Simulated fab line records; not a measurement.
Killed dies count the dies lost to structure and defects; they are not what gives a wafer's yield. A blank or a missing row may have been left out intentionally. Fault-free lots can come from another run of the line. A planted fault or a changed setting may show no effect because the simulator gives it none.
Struck lot and sound lot, side by side	flow n5Finfet	14 steps out of a route of 1938
Sound: these wafers, L437.1, L437.3, L437.5. Wafers struck: L435.1, L435.2, L435.4. The cause comes at the end.
Per side, at each step with rows, come the tool, then ch with its chambers, and then its first start. Under that, the readings that differ: sound wafers	struck wafers	difference of the means	sigmas: that difference in standard deviations of wafers without a fault.
alike: words and numbers the same on both sides, and readings whose means are apart by under 2 such deviations; not compared: readings that were withheld, readings missing a value for some wafer, numbers with overlapping values and no deviation given by the record, and bounds like >300 which may hide the same value.
Wherever a step has rows on one side only, a row that says differs or no value, or a row with sigmas, the two part there. Numbers that have no deviation but don't overlap get no sigmas and don't part them. A reading that every wafer of one side lacks parts them only if that side has two wafers or more.

first, 3 steps without rows for these wafers: N5_BEOL_M13_PRECLEAN_39 (cleans in residue remover, time 60 s); N5_BEOL_M13_SRD_40 (time 30 s, dry time 30 s); N5_BEOL_M13_DEGAS_41 (time 60 s).
N5_BEOL_M13_PRE_CLEAN_42: time 30 s.
  sound: pvdSputter-01 at day 13 00:50; struck: pvdSputter-02 at day 12 16:03
  alike: heaterPowerW
N5_BEOL_M13_SPUTTER_43: material TaN, target thk 15 nm, time 24.19 s.
  sound: pvdSputter-01 at day 13 00:53; struck: pvdSputter-02 at day 12 16:06
  alike: throttleValvePct
N5_BEOL_M13_SPUTTER_44: material Ta, target thk 10 nm, time 16.13 s.
  sound: pvdSputter-01 at day 13 00:58; struck: pvdSputter-02 at day 12 16:11
  alike: throttleValvePct
then, 2 steps without rows for these wafers: N5_BEOL_M13_SPUTTER_45 (material Cu, target thk 80 nm, time 13.33 s); N5_BEOL_M13_ECD_47 (material Cu, target thk 936 nm).
N5_BEOL_M13_ANNEAL_48: time 90 s.
  sound on rtpAnneal-01 ch 0, day 13 01:19; struck on rtpAnneal-02 ch 0, day 12 16:34
  alike: wafer_temp_C_max
N5_BEOL_M13_CMP_49: polishes, stops on SiOC, t overpolish 17.1 s, target thk 420 nm.
  sound on cmp-02 ch 1,2,3, day 13 01:42; struck on cmp-01 ch 0,1,2, day 12 16:52
  alike: barrierFieldEndpointS, clearingPlatenDownForcePsi, motorCurrentA, overpolishRunS
N5_BEOL_M13_THK_MEAS_50: measures by xrf.
  sound: filmMetro-01 at day 13 01:55; struck: filmMetro-01 at day 12 17:10
  alike: M13_THK
then, 1 step without rows for these wafers: N5_BEOL_M13_PRE_CLEAN_52 (time 15 s).
N5_BEOL_M13_DEP_53: deposits SiCN from 3MS/NH3, target thk 50 nm, time 17.8 s.
  sound on pecvd-04 ch 0,1, day 13 01:59; struck on pecvd-03 ch 1,2, day 12 17:13
reading	sound	struck	difference	sigmas
model.SiCN_of_BEOL_M13_DEP_53.thkNm (nm)	49.2 50 50.2	71.4 70.6 72.8	+21.8	
  alike: showerheadPlenumPTorr, throttleValvePct
N5_BEOL_M13_RS_MEAS_54: uses a four-point probe to measure.
  sound: filmMetro-01 at day 13 02:02; struck: filmMetro-02 at day 12 17:17
  alike: M13_RS

WHERE THEY PART
Nowhere in this record.

WHY: what the simulator had put in
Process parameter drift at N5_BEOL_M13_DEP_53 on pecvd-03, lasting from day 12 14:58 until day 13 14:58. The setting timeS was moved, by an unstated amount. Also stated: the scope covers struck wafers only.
